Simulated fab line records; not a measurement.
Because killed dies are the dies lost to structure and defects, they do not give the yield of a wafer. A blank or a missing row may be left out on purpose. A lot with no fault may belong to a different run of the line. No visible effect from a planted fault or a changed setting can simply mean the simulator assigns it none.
Shared-tool check | flow nandHarc | 10 lots and 42 wafers in the sample

WHY IT WAS OPENED
On 4 of the 10 lots, a flag is raised at NHARC_A_SLIT_CD_MEAS_09 on the reading cdNm. Fault-free wafers read 299.8 nm, with a standard deviation of 0.48.
Rule: a lot is flagged when every wafer of it that has a number lies more than 4 standard deviations from that mean, or none has a number. As for the other lots, they are considered sound.

lot  | measured     | on       | cdNm (nm), wafer by wafer           | flag
L183 | day 20 02:32 | cdSem-02 | 300.1 299.8 300.4                   | 
L188 | day 21 16:52 | cdSem-03 | 298.7 299.6 299.8                   | 
L190 | day 23 06:07 | cdSem-01 | 298.2 299.4 299.3                   | 
L191 | day 23 13:38 | cdSem-01 | 305.3 304.7 305.4 305.4 304.9 305.2 | FLAGGED
L192 | day 23 13:40 | cdSem-03 | 305.2 305.1 304.3 305.1 304.8 304.8 | FLAGGED
L194 | day 24 03:18 | cdSem-01 | 303.3 302.7 302.9 303.3 302.9 303.4 | FLAGGED
L197 | day 25 03:13 | cdSem-03 | 302.7 303.2 303.5 302.2 303.3 303.0 | FLAGGED
L195 | day 25 06:07 | cdSem-02 | 299.5 299.8 299.6                   | 
L202 | day 27 15:53 | cdSem-02 | 299.6 300.4 299.6                   | 
L203 | day 28 09:05 | cdSem-02 | 299.8 299.7 300.3                   | 
The mean of the flagged lots' numbers is 304.0 nm, +4.2 nm from the usual (+9 standard deviations).

TOOL THAT RAN EACH LOT
The record holds 3 process steps before the reading, out of a route of 1302 steps. Read each cell as the tool, then ch plus the chambers that the sampled wafers visited, then the start.
lot  | flag    | NHARC_A_SGD_CUT_ETCH_15                      | NHARC_A_SGD_CUT_ETCHBACK_24       | NHARC_A_SLIT_EXPOSE_06
L183 |         | rieDiel-13 ch 1,3, day 19 20:42 or earlier   | rieDiel-13 ch 0,3, day 19 20:42   | arfiScanner-02 ch 0, day 20 02:24
L188 |         | rieDiel-13 ch 0,1, day 21 10:05 or earlier   | rieDiel-12 ch 0,2,3, day 21 10:05 | arfiScanner-02 ch 0, day 21 16:44
L190 |         | rieDiel-02 ch 1,2,3, day 23 00:59 or earlier | rieDiel-02 ch 1,2,3, day 23 00:59 | arfiScanner-02 ch 0, day 23 05:59
L191 | FLAGGED | rieDiel-13 ch 0,1,2, day 23 06:58 or earlier | rieDiel-02 ch 0,1,2, day 23 06:58 | arfiScanner-02 ch 0, day 23 13:29
L192 | FLAGGED | rieDiel-12 ch 2,3, day 23 07:07 or earlier   | rieDiel-12 ch 0,1,3, day 23 07:07 | arfiScanner-02 ch 0, day 23 13:31
L194 | FLAGGED | rieDiel-02 ch 1,3, day 23 22:01 or earlier   | rieDiel-13 ch 2,3, day 23 22:01   | arfiScanner-02 ch 0, day 24 03:10
L197 | FLAGGED | rieDiel-02 ch 0,2, day 24 22:13 or earlier   | rieDiel-12 ch 0,2, day 24 22:13   | arfiScanner-02 ch 0, day 25 03:04
L195 |         | rieDiel-02 ch 0,2,3, day 24 22:13 or earlier | rieDiel-13 ch 0,2, day 24 22:13   | arfiScanner-01 ch 0, day 25 05:58
L202 |         | rieDiel-13 ch 1,2,3, day 27 08:50 or earlier | rieDiel-13 ch 0,2,3, day 27 08:50 | arfiScanner-01 ch 0, day 27 15:44
L203 |         | rieDiel-13 ch 0,1,3, day 28 03:12 or earlier | rieDiel-12 ch 0,2, day 28 03:12   | arfiScanner-01 ch 0, day 28 08:57
What the steps here do:
- NHARC_A_SGD_CUT_ETCH_15: etches the open film in CH3F/O2, target depth 75 nm, time 64.3 s.
- NHARC_A_SGD_CUT_ETCHBACK_24: etches the open film in CH3F/O2, target depth 50 nm, time 92.857 s.
- NHARC_A_SLIT_EXPOSE_06: exposes mask SLIT.
- NHARC_A_SLIT_CD_MEAS_09: target cd 300 nm.

FLAGGED OVER TOTAL, TOOL BY TOOL (the gauges that took the reading come last)
step                        | tool           | lots run | flagged | share of the flagged lots | sound lots run after its first flagged lot
NHARC_A_SGD_CUT_ETCH_15     | rieDiel-02     | 4        | 2       | some                      | 1 (L195)
NHARC_A_SGD_CUT_ETCH_15     | rieDiel-12     | 1        | 1       | some                      | 0
NHARC_A_SGD_CUT_ETCH_15     | rieDiel-13     | 5        | 1       | some                      | 2 (L202,L203)
NHARC_A_SGD_CUT_ETCHBACK_24 | rieDiel-02     | 2        | 1       | some                      | 0
NHARC_A_SGD_CUT_ETCHBACK_24 | rieDiel-12     | 4        | 2       | some                      | 1 (L203)
NHARC_A_SGD_CUT_ETCHBACK_24 | rieDiel-13     | 4        | 1       | some                      | 2 (L195,L202)
NHARC_A_SLIT_EXPOSE_06      | arfiScanner-01 | 3        | 0       | none                      | -
NHARC_A_SLIT_EXPOSE_06      | arfiScanner-02 | 7        | 4       | all                       | 0
NHARC_A_SLIT_CD_MEAS_09     | cdSem-01       | 3        | 2       | some                      | 0
NHARC_A_SLIT_CD_MEAS_09     | cdSem-02       | 4        | 0       | none                      | -
NHARC_A_SLIT_CD_MEAS_09     | cdSem-03       | 3        | 2       | some                      | 0
NHARC_A_SGD_CUT_ETCH_15: start missing for some lots; hours and lot order therefore follow NHARC_A_SGD_CUT_ETCHBACK_24.

THE TABLE: WHAT IT ALLOWS
1 row of the table ran every flagged lot: arfiScanner-02 at NHARC_A_SLIT_EXPOSE_06.
- arfiScanner-02 at NHARC_A_SLIT_EXPOSE_06 ran 7 lots, 4 of them flagged. Its last sound lot is L190 (day 23 05:59), its first flagged lot L191 (day 23 13:29): a fault that began between those two fits. Its own readings lie more than 4 standard deviations out on every wafer of the flagged lots: exposureDoseMJCm2.
One tool is left: arfiScanner-02 at NHARC_A_SLIT_EXPOSE_06.

WHAT HAD BEEN PUT IN BY THE SIMULATOR
Process parameter drift: arfiScanner-02, from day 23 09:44 on, at NHARC_A_SLIT_EXPOSE_06. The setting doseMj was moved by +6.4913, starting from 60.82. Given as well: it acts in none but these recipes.
Shown lots that were struck: L191, L192, L194, L197. The rule above found the same.
